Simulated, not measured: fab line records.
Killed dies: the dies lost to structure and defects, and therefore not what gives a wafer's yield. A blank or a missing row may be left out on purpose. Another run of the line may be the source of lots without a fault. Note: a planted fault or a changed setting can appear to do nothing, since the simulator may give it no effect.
fab line records	flow n5_finfet
record lots=11	wafers=33	last_day=18
route steps=1938 shown BEOL_M11@1580 TV_LITHO@1883 TV_OPEN@1887 PASSIVATION@1926
lots that met no fault: from a run of the same line without faults
start_h: start of the lot's first displayed wafer, in hours after the record's first day	wait_h: how many hours have passed since the lot's step before this one	" the same as in the row above	L1.1+2: one row covering several wafers at once	- no value, or no start was given	* or withheld: withheld	< > ~ a bound
route shown NAME@n: NAME is a module with steps in the file, n the number in the route of the first one	usual: mean/standard deviation of fault-free wafers	same: alike in all rows	chamber/n: place in a boat	sites: readings site by site	_std_site: standard deviation across them	_edge_site: outer sites' mean less inner sites'	radius_mm: for every site, how far away it sits from the centre of the wafer	mask NAME#n: copy n	behind: the last tool/chamber to shape the wafer	hold: what put the lot on hold/how long, in hours/how the hold closed	device: names the non-switching transistor (n, p or np)	end of line: the route-end tests of the same wafers	a step without rows: its recipe alone	killed: count of dies lost to structure and defects at first sort (not the wafer's yield)	map: dies across one wafer; x = killed, . = not, _ = none there
set.NAME: the setting as run; set.NAME@STEP: as run at that earlier step	model.NAME: the simulator's own value behind a step, which no gauge read
route steps across a sampled set of lots; one table per step, one row per wafer
services: the hour from which a tool's chamber was out of use, counted from the record's first day as start_h (under 0 if before that day), plus the number of hours and why
## steps
# step N5_BEOL_M11_STRIP_77
# recipe chemistry=N2/H2	time_s=10	power_w=450	temp_c=40	pressure_mtorr=20	rf_frequency_hz=6e+07	bias_power_w=7	n2_flow_sccm=200	h2_flow_sccm=200
# usual drypump_motor_current_A=5.7/0.41	oes_product_au=0.79/0.093	rf_vpp_V=59.2/0.89	showerhead_plenum_p_Torr=2.56/0.095	throttle_valve_pct=23.65/0.3
lot.wafer	tool	chamber	start_h	wait_h	drypump_motor_current_A	oes_product_au	rf_hours_counter_h	rf_vpp_V	showerhead_plenum_p_Torr	throttle_valve_pct
L933.4	rie_diel-04	3	222.55	-	5.9	0.90	34	60.7	2.68	23.21
L933.5	"	2	"	"	6.1	0.68	-	59.1	2.49	23.78
L933.6	"	1	"	"	5.2	0.80	-	59.4	2.54	23.87
L934.2	rie_diel-04	2	239.57	-	6.1	0.68	245	58.6	2.49	23.79
L934.3	"	3	"	"	5.9	0.89	39	59.5	2.68	23.21
L934.4	"	2	"	"	6.1	0.67	-	58.6	2.49	23.79
L938.1	rie_diel-03	3	274.35	-	5.6	0.87	40	60.1	2.59	23.40
L938.4	"	1	"	"	5.1	0.79	-	59.7	2.46	23.30
L938.6	"	3	"	"	5.7	0.87	-	58.8	2.59	23.41
L942.2	rie_diel-04	0	291.65	-	5.1	0.70	199	58.8	2.41	23.94
L942.4	"	3	"	"	5.9	0.86	-	59.5	2.67	23.24
L942.5	"	1	"	"	5.2	0.79	-	57.1	2.54	23.88
L943.2	rie_diel-04	2	300.52	-	6.1	1.02	2	58.1	2.49	23.41
L943.4	"	0	"	"	5.2	0.70	201	58.9	2.41	23.94
L943.5	"	3	"	"	5.9	0.85	-	58.3	2.67	23.23
L941.1	rie_diel-04	1	308.53	-	5.2	0.78	131	58.9	2.54	23.88
L941.4	"	2	"	"	6.1	1.00	4	59.4	2.49	23.40
L941.6	"	2	"	"	6.1	0.99	-	58.5	2.49	23.40
L949.2	rie_diel-05	1	338.79	-	5.8	0.72	227	58.3	2.52	24.08
L949.3	"	3	"	"	6.1	0.67	236	58.3	2.60	23.97
L949.4	"	2	"	"	6.3	0.71	216	60.7	2.51	23.70
L950.1	rie_diel-03	1	343.38	-	5.2	0.76	130	59.9	2.45	23.32
L950.5	"	2	"	"	5.8	0.93	-	60.0	2.70	23.12
L950.6	"	3	"	"	5.7	0.85	-	60.9	2.59	23.44
L953.1	rie_diel-05	1	349.51	-	5.8	0.72	232	58.9	2.52	24.09
L953.2	"	3	"	"	6.1	0.67	240	61.0	2.60	23.97
L953.5	"	0	"	"	6.3	0.96	-	61.2	2.71	23.51
L954.3	rie_diel-04	3	378.10	-	5.9	0.83	82	59.8	2.66	23.27
L954.5	"	1	"	"	5.2	0.76	-	59.5	2.53	23.91
L954.6	"	0	"	"	5.2	0.69	-	57.3	2.40	23.97
L956.2	rie_diel-05	0	393.23	-	6.3	0.93	25	59.3	2.70	23.52
L956.3	"	2	"	"	6.3	0.70	229	59.4	2.50	23.70
L956.4	"	2	"	"	6.3	0.70	-	59.2	2.50	23.71
# step N5_PASSIVATION_CD_MEAS_10
# recipe target_cd_nm=3000	landing_energy_ev=500	detector=se_inlens
# usual cd_nm=3000.1/2
lot.wafer	tool	chamber	start_h	wait_h	cd_nm
L933.4	cd_sem-03	0	257.28	-	2998.0
L933.5	"	0	"	"	2998.9
L933.6	"	0	"	"	2996.9
L934.2	cd_sem-01	0	270.95	-	3000.7
L934.3	"	0	"	"	3001.2
L934.4	"	0	"	"	2999.5
L938.1	cd_sem-03	0	306.48	-	2998.2
L938.4	"	0	"	"	2999.2
L938.6	"	0	"	"	3002.5
L942.2	cd_sem-03	0	327.43	-	3002.2
L942.4	"	0	"	"	2999.2
L942.5	"	0	"	"	3000.6
L943.2	cd_sem-03	0	338.33	-	3002.5
L943.4	"	0	"	"	3001.3
L943.5	"	0	"	"	3005.7
L941.1	cd_sem-02	0	346.03	-	2997.4
L941.4	"	0	"	"	2999.9
L941.6	"	0	"	"	3000.1
L949.2	cd_sem-02	0	378.06	-	2998.9
L949.3	"	0	"	"	3001.7
L949.4	"	0	"	"	2999.1
L950.1	cd_sem-01	0	378.35	-	2998.9
L950.5	"	0	"	"	2999.3
L950.6	"	0	"	"	3000.4
L953.1	cd_sem-01	0	393.42	-	2999.2
L953.2	"	0	"	"	3001.8
L953.5	"	0	"	"	2997.2
L954.3	cd_sem-03	0	409.84	-	3000.1
L954.5	"	0	"	"	3000.4
L954.6	"	0	"	"	3002.2
L956.2	cd_sem-01	0	425.99	-	3000.3
L956.3	"	0	"	"	3002.1
L956.4	"	0	"	"	2998.5
# step N5_PASSIVATION_PASS_ETCH_74
# recipe chemistry=CF4/O2	target=SiNx	target_depth_a=2200	time_s=110	ion_energy_ev=100	pressure_mtorr=40	source_w=535	bias_w=49	Ar_flow_sccm=100	cf4_flow_sccm=100	O2_flow_sccm=10
# usual drypump_motor_current_A=5.7/0.4	oes_product_au=0.80/0.092	rf_fwd_power_W=532.0/1.7	rf_vpp_V=240/6.6	showerhead_plenum_p_Torr=2.23/0.082	throttle_valve_pct=15.98/0.25
lot.wafer	tool	chamber	start_h	wait_h	drypump_motor_current_A	oes_product_au	rf_fwd_power_W	rf_hours_counter_h	rf_vpp_V	showerhead_plenum_p_Torr	throttle_valve_pct
L933.4	rie_diel-04	0	257.48	0.0	5.1	0.72	531.1	-	232	2.10	16.26
L933.5	"	2	"	"	6.1	0.67	533.5	-	238	2.18	16.35
L933.6	"	3	"	"	5.9	0.89	529.6	-	246	2.33	15.62
L934.2	rie_diel-03	3	271.10	0.0	5.7	0.86	530.2	39	249	2.24	15.74
L934.3	"	0	"	"	5.9	0.80	532.5	116	234	2.29	16.05
L934.4	"	0	"	"	5.9	0.80	532.2	-	235	2.29	16.02
L938.1	rie_diel-05	3	306.86	0.0	6.1	0.69	532.8	225	253	2.26	16.21
L938.4	"	2	"	"	6.3	0.73	532.3	205	240	2.19	15.94
L938.6	"	0	"	"	6.3	0.68	533.3	-	246	2.10	16.24
L942.2	rie_diel-05	0	328.24	0.0	6.4	1.01	531.3	2	250	2.36	15.75
L942.4	"	2	"	"	6.3	0.71	533.3	212	240	2.19	15.96
L942.5	"	3	"	"	6.1	0.68	533.2	-	254	2.26	16.24
L943.2	rie_diel-04	0	338.48	0.0	5.1	0.71	530.6	214	233	2.09	16.31
L943.4	"	2	"	"	6.1	0.96	527.8	15	238	2.17	15.87
L943.5	"	3	"	"	5.9	0.85	531.3	-	245	2.32	15.69
L941.1	rie_diel-05	1	346.52	0.0	5.8	0.72	533.3	230	234	2.18	16.30
L941.4	"	1	"	"	5.8	0.71	530.6	-	234	2.18	16.32
L941.6	"	0	"	"	6.3	0.98	530.4	-	250	2.36	15.77
L949.2	rie_diel-03	3	378.57	0.0	5.7	0.81	532.3	70	249	2.23	15.81
L949.3	"	1	"	"	5.2	0.75	533.7	140	236	2.14	15.83
L949.4	"	0	"	"	5.8	0.77	528.6	148	234	2.28	16.09
L950.1	rie_diel-04	3	378.62	0.0	5.9	0.84	534.5	82	246	2.31	15.70
L950.5	"	2	"	"	6.1	0.94	532.0	-	237	2.17	15.90
L950.6	"	1	"	"	5.2	0.77	532.2	-	236	2.20	16.28
L953.1	rie_diel-03	3	393.71	0.0	5.7	0.81	535.5	74	249	2.23	15.82
L953.2	"	1	"	"	5.1	0.75	531.3	145	237	2.13	15.85
L953.5	"	1	"	"	5.1	0.74	535.0	-	238	2.13	15.83
L954.3	rie_diel-04	3	410.07	0.1	5.9	0.83	532.2	-	246	2.31	15.73
L954.5	"	2	"	"	6.1	0.92	527.2	-	237	2.17	15.94
L954.6	"	3	"	"	5.9	0.83	532.5	-	245	2.31	15.74
L956.2	rie_diel-04	2	426.51	0.0	6.1	0.89	530.4	42	238	2.17	15.94
L956.3	"	3	"	"	5.8	0.82	534.1	96	246	2.31	15.74
L956.4	"	0	"	"	5.1	0.69	529.0	234	232	2.08	16.35
# step N5_PASSIVATION_OVL_MEAS_66
# recipe points_per_wafer=44
# usual PASS_OPEN_OVL=1/4.4
lot.wafer	tool	chamber	start_h	wait_h	PASS_OPEN_OVL[nm]
L933.4	overlay-02	0	260.92	0.0	2
L933.5	"	0	"	"	8
L933.6	"	0	"	"	4
L934.2	overlay-02	0	274.74	0.0	-3
L934.3	"	0	"	"	5
L934.4	"	0	"	"	2
L938.1	overlay-02	0	310.75	0.0	2
L938.4	"	0	"	"	3
L938.6	"	0	"	"	6
L942.2	overlay-01	0	331.81	0.0	7
L942.4	"	0	"	"	2
L942.5	"	0	"	"	1
L943.2	overlay-01	0	341.92	0.0	-5
L943.4	"	0	"	"	4
L943.5	"	0	"	"	5
L941.1	overlay-01	0	350.12	0.0	-1
L941.4	"	0	"	"	0
L941.6	"	0	"	"	3
L950.1	overlay-02	0	381.94	0.0	8
L950.5	"	0	"	"	2
L950.6	"	0	"	"	7
L949.2	overlay-01	0	382.12	0.0	0
L949.3	"	0	"	"	1
L949.4	"	0	"	"	5
L953.1	overlay-02	0	397.05	0.0	-7
L953.2	"	0	"	"	-5
L953.5	"	0	"	"	4
L954.3	overlay-02	0	413.77	0.0	1
L954.5	"	0	"	"	0
L954.6	"	0	"	"	2
L956.2	overlay-02	0	430.07	0.0	2
L956.3	"	0	"	"	2
L956.4	"	0	"	"	1
# step N5_PASSIVATION_PROBE_49
# usual defect_limited_yield=91.3/1.5	killed_at_M0_to_M3=34/10	killed_at_M4_up=13/4.9	killed_at_contacts=13/6.1	killed_at_front_end=39/13	killed_at_other=4.1/2.7	killed_dies=103/18	killed_on_rim=13/4.3	killed_open=68/13	killed_short=32/7.6	sort_bin_5_function=5.2/1	sort_bin_6_memory=3.2/0.75	sort_n_pass=1077/18	sort_yield_pct=91.3/1.5
# same gross_dies=1180	killed_at_back_side=0	sort_bin_4_leakage[%]=0	sort_bin_8_speed[%]=0
lot.wafer	tool	chamber	start_h	wait_h	defect_limited_yield[%]	killed_at_M0_to_M3	killed_at_M4_up	killed_at_contacts	killed_at_front_end	killed_at_other	killed_dies	killed_on_rim	killed_open	killed_short	sort_bin_5_function[%]	sort_bin_6_memory[%]	sort_n_pass	sort_yield_pct[%]
L933.4	prober-02	-	264.17	0.2	90.9	28	20	14	42	3	107	16	71	33	5.3	3.6	1073	90.9
L933.5	prober-02	-	264.22	0.2	91.4	17	15	12	55	3	102	18	56	39	5.3	2.9	1078	91.4
L933.6	prober-02	-	264.27	0.3	94.3	26	11	9	19	2	67	9	52	14	3.4	2.1	1113	94.3
L934.2	prober-02	-	278.90	1.0	91.2	30	12	7	53	2	104	19	69	32	4.6	3.7	1076	91.2
L934.3	prober-02	-	278.95	1.0	91.6	38	7	8	43	3	99	10	61	35	5.3	2.8	1081	91.6
L934.4	prober-02	-	279.00	1.1	92.7	29	8	15	30	4	86	11	71	15	3.6	3.4	1094	92.7
L943.2	prober-02	-	345.38	0.1	83.2	38	113	11	29	7	198	28	65	32	10.0	4.7	982	83.2
L943.4	prober-02	-	345.48	0.2	91.4	31	13	16	37	5	102	8	67	31	5.3	3.1	1078	91.4
L943.5	prober-02	-	345.53	0.2	91.0	52	10	12	29	3	106	11	61	42	5.8	3.0	1074	91.0
L941.1	prober-01	-	353.49	0.0	93.2	31	10	8	28	3	80	11	50	28	4.4	2.2	1100	93.2
L941.4	prober-01	-	353.64	0.2	83.6	37	112	4	35	5	193	29	57	28	9.2	4.5	987	83.6
L941.6	prober-01	-	353.74	0.3	83.7	35	111	12	30	4	192	23	58	26	10.8	2.6	988	83.7
L950.1	prober-01	-	385.05	0.0	88.4	35	8	21	68	5	137	21	100	35	7.1	4.1	1043	88.4
L950.5	prober-01	-	385.25	0.2	91.1	48	11	7	38	1	105	13	72	32	5.8	2.9	1075	91.1
L950.6	prober-01	-	385.30	0.3	90.3	48	16	21	22	8	115	13	72	39	6.1	3.0	1065	90.3
L953.1	prober-01	-	400.96	0.0	92.6	31	10	9	35	2	87	12	58	27	4.1	3.0	1093	92.6
L953.2	prober-01	-	401.01	0.1	93.8	16	9	10	31	7	73	8	53	20	3.7	2.3	1107	93.8
L953.5	prober-01	-	401.16	0.2	94.1	34	3	7	22	4	70	8	53	17	3.6	2.2	1110	94.1
L956.2	prober-02	-	434.12	0.1	91.9	33	22	9	27	4	95	10	71	22	4.9	2.9	1085	91.9
L956.3	prober-02	-	434.17	0.1	92.3	30	16	12	30	3	91	9	64	23	5.3	2.2	1089	92.3
L956.4	prober-02	-	434.22	0.2	90.3	48	14	10	32	11	115	16	74	39	6.1	3.3	1065	90.3
# killed by level:class
L933.4 BEOL_M4:geometric_particle:open=11 FIN_SAQP:geometric_particle:short=10 STI_FIN_REVEAL:geometric_particle:open=10 MOL_CONTACT_COAG:geometric_particle:open=8 BEOL_M1:geometric_particle:open=7 BEOL_M3:geometric_particle:open=7 MOL_CONTACT_COAG:geometric_particle:short=6 BEOL_M0_SAQP:geometric_particle:open=5
L933.5 STI_FIN_REVEAL:geometric_particle:open=10 FIN_SAQP:geometric_particle:short=8 MOL_CONTACT_COAG:geometric_particle:open=8 STI_FIN_REVEAL:geometric_particle:short=7 BEOL_M4:geometric_particle:open=6 FIN_SAQP:geometric_particle:open=5 BEOL_M0_SAQP:geometric_particle:open=4 GATE_CUT:geometric_particle:short=4
L933.6 BEOL_M3:geometric_particle:open=10 MOL_CONTACT_COAG:geometric_particle:open=8 FIN_SAQP:geometric_particle:open=6 BEOL_M0_SAQP:geometric_particle:open=6 STI_FIN_REVEAL:geometric_particle:open=3 BEOL_M2:geometric_particle:open=3 BEOL_M4:geometric_particle:open=3 BEOL_M0_SAQP:geometric_particle:short=2
L934.2 STI_FIN_REVEAL:geometric_particle:open=22 FIN_SAQP:geometric_particle:open=11 BEOL_M0_SAQP:geometric_particle:short=10 MOL_CONTACT_COAG:geometric_particle:open=7 BEOL_M2:geometric_particle:open=6 FIN_SAQP:geometric_particle:short=5 BEOL_M0_SAQP:geometric_particle:open=5 BEOL_M4:geometric_particle:short=4
L934.3 FIN_SAQP:geometric_particle:short=11 FIN_SAQP:geometric_particle:open=11 BEOL_M3:geometric_particle:open=10 BEOL_M2:geometric_particle:open=10 BEOL_M0_SAQP:geometric_particle:short=7 DUMMY_GATE:geometric_particle:open=6 MOL_CONTACT_COAG:geometric_particle:open=6 STARTING-WAFER:geometric_particle:short=6
L934.4 MOL_CONTACT_COAG:geometric_particle:open=14 BEOL_M3:geometric_particle:open=14 STI_FIN_REVEAL:geometric_particle:open=8 GATE_CUT:geometric_particle:short=5 BEOL_M2:geometric_particle:open=5 FIN_SAQP:geometric_particle:short=4 FIN_SAQP:geometric_particle:open=4 BEOL_M4:geometric_particle:open=4
L943.2 BEOL_M11:unspecified=98 MOL_CONTACT_COAG:geometric_particle:open=9 BEOL_M1:geometric_particle:open=8 BEOL_M0_SAQP:geometric_particle:open=7 FIN_SAQP:geometric_particle:short=6 STI_FIN_REVEAL:geometric_particle:open=6 BEOL_M0_SAQP:geometric_particle:short=6 BEOL_M3:geometric_particle:open=5
L943.4 MOL_CONTACT_COAG:geometric_particle:open=13 BEOL_M0_SAQP:geometric_particle:short=9 BEOL_M1:geometric_particle:open=8 BEOL_M4:geometric_particle:open=8 FIN_SAQP:geometric_particle:short=7 DUMMY_GATE:geometric_particle:open=6 FIN_SAQP:geometric_particle:open=5 GATE_CUT:geometric_particle:open=5
L943.5 BEOL_M0_SAQP:geometric_particle:open=13 BEOL_M3:geometric_particle:open=12 BEOL_M0_SAQP:geometric_particle:short=11 BEOL_M1:geometric_particle:open=9 STI_FIN_REVEAL:geometric_particle:open=6 MOL_CONTACT_COAG:geometric_particle:open=6 MOL_CONTACT_COAG:geometric_particle:short=6 STARTING-WAFER:geometric_particle:short=5
L941.1 MOL_CONTACT_COAG:geometric_particle:open=7 BEOL_M2:geometric_particle:open=7 BEOL_M3:geometric_particle:open=7 STI_FIN_REVEAL:geometric_particle:open=6 STI_FIN_REVEAL:geometric_particle:short=5 DUMMY_GATE:geometric_particle:open=5 FIN_SAQP:geometric_particle:short=4 BEOL_M0_SAQP:geometric_particle:short=3
L941.4 BEOL_M11:unspecified=102 BEOL_M0_SAQP:geometric_particle:open=12 STI_FIN_REVEAL:geometric_particle:open=11 BEOL_M0_SAQP:geometric_particle:short=7 BEOL_M2:geometric_particle:open=5 BEOL_M3:geometric_particle:open=5 BEOL_M1:geometric_particle:open=4 GATE_CUT:geometric_particle:short=4
L941.6 BEOL_M11:unspecified=105 MOL_CONTACT_COAG:geometric_particle:open=10 BEOL_M0_SAQP:geometric_particle:short=10 FIN_SAQP:geometric_particle:open=9 BEOL_M0_SAQP:geometric_particle:open=9 STI_FIN_REVEAL:geometric_particle:open=8 BEOL_M2:geometric_particle:open=5 BEOL_M3:geometric_particle:open=5
L950.1 STI_FIN_REVEAL:geometric_particle:open=26 MOL_CONTACT_COAG:geometric_particle:open=20 FIN_SAQP:geometric_particle:open=9 STI_FIN_REVEAL:geometric_particle:short=7 FIN_SAQP:geometric_particle:short=6 BEOL_M1:geometric_particle:open=6 BEOL_M0_SAQP:geometric_particle:open=6 DUMMY_GATE:geometric_particle:open=5
L950.5 BEOL_M0_SAQP:geometric_particle:open=18 FIN_SAQP:geometric_particle:open=8 BEOL_M0_SAQP:geometric_particle:short=8 BEOL_M1:geometric_particle:open=8 FIN_SAQP:geometric_particle:short=7 STI_FIN_REVEAL:geometric_particle:open=7 MOL_CONTACT_COAG:geometric_particle:open=5 BEOL_M2:geometric_particle:open=5
L950.6 MOL_CONTACT_COAG:geometric_particle:open=14 BEOL_M3:geometric_particle:open=11 BEOL_M1:geometric_particle:open=9 BEOL_M2:geometric_particle:open=9 BEOL_M0_SAQP:geometric_particle:short=8 BEOL_M4:geometric_particle:open=8 MOL_CONTACT_COAG:geometric_particle:short=6 BEOL_M0_SAQP:geometric_particle:open=6
L953.1 BEOL_M0_SAQP:geometric_particle:short=11 FIN_SAQP:geometric_particle:open=9 BEOL_M0_SAQP:geometric_particle:open=9 MOL_CONTACT_COAG:geometric_particle:open=7 BEOL_M1:geometric_particle:open=6 STI_FIN_REVEAL:geometric_particle:open=5 FIN_SAQP:geometric_particle:short=4 STARTING-WAFER:geometric_particle:short=4
L953.2 FIN_SAQP:geometric_particle:open=9 MOL_CONTACT_COAG:geometric_particle:open=8 FIN_SAQP:geometric_particle:short=5 BEOL_M3:geometric_particle:open=5 BEOL_M4:geometric_particle:open=5 STI_FIN_REVEAL:geometric_particle:open=4 BEOL_M2:geometric_particle:open=4 DUMMY_GATE:geometric_particle:short=3
L953.5 BEOL_M2:geometric_particle:open=14 BEOL_M0_SAQP:geometric_particle:open=8 FIN_SAQP:geometric_particle:open=7 MOL_CONTACT_COAG:geometric_particle:open=5 BEOL_M3:geometric_particle:open=4 FIN_SAQP:geometric_particle:short=3 STI_FIN_REVEAL:geometric_particle:open=3 GATE_CUT:geometric_particle:open=3
L956.2 BEOL_M4:geometric_particle:open=13 BEOL_M0_SAQP:geometric_particle:open=8 BEOL_M1:geometric_particle:open=8 DUMMY_GATE:geometric_particle:open=7 MOL_CONTACT_COAG:geometric_particle:open=7 BEOL_M2:geometric_particle:short=5 FIN_SAQP:geometric_particle:short=4 STI_FIN_REVEAL:geometric_particle:open=4
L956.3 MOL_CONTACT_COAG:geometric_particle:open=11 BEOL_M1:geometric_particle:open=10 FIN_SAQP:geometric_particle:short=6 STI_FIN_REVEAL:geometric_particle:open=5 DUMMY_GATE:geometric_particle:open=5 BEOL_M2:geometric_particle:open=5 BEOL_M3:geometric_particle:open=4 BEOL_M4:geometric_particle:open=4
L956.4 BEOL_M1:geometric_particle:open=11 BEOL_M0_SAQP:geometric_particle:open=10 MOL_CONTACT_COAG:geometric_particle:open=9 BEOL_M3:geometric_particle:open=7 FIN_SAQP:geometric_particle:short=6 FIN_SAQP:geometric_particle:open=5 BEOL_M1:geometric_particle:short=5 STARTING-WAFER:geometric_particle:open=5
## services
tool	chamber	start_h	hours	kind
rie_diel-03	0	213.96	5.6	repair
rie_diel-05	-	227.00	2.8	pm
rie_diel-04	0	237.79	3.5	repair
rie_diel-04	1	248.31	9.3	repair
rie_diel-03	2	249.73	7.8	repair
rie_diel-04	2	257.85	-	clean
rie_diel-04	2	257.85	-	consumable_replace:focus_ring
rie_diel-04	2	257.85	35.0	scheduled_down
rie_diel-04	2	257.85	35.0	vent_cycle
rie_diel-04	1	284.76	2.5	repair
rie_diel-05	0	307.78	-	clean
rie_diel-05	0	307.78	-	consumable_replace:focus_ring
rie_diel-05	0	307.78	-	consumable_replace:showerhead
rie_diel-05	0	307.78	11.4	scheduled_down
rie_diel-05	0	307.78	11.4	vent_cycle
rie_diel-04	3	324.90	6.0	repair
rie_diel-05	2	342.02	12.7	repair
rie_diel-05	3	384.80	-	clean
rie_diel-05	3	384.80	-	consumable_replace:esc
rie_diel-03	-	389.23	0.3	repair
rie_diel-04	0	395.16	15.4	repair
rie_diel-04	1	408.02	4.9	repair
rie_diel-04	-	411.61	0.4	repair
rie_diel-03	3	414.67	2.2	repair
## key
first_sign step=N5_PASSIVATION_PROBE_49	reading=killed_at_M4_up	direction=up	sigmas=20	usual=13	struck=112
effect step=N5_PASSIVATION_PROBE_49	reading=defect_limited_yield	direction=down	sigmas=5	usual=91.3	struck=83.5
more_kills_born_at N5_BEOL_M11_STRIP_77@rie_diel-04=305
met_at N5_BEOL_M11_STRIP_77
struck_lots L941,L943
struck_wafers L941.4,L941.6,L943.2
not_acting_at N5_PASSIVATION_CD_MEAS_10,N5_PASSIVATION_PASS_ETCH_74,N5_PASSIVATION_OVL_MEAS_66
onset_between 239.57 300.52
fault kind=chamber_particle_source	tool=rie_diel-04	chamber=2	onset_h=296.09	steps=N5_BEOL_M11_STRIP_77	rate_per_visit_cm2=1.0176	end_h=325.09
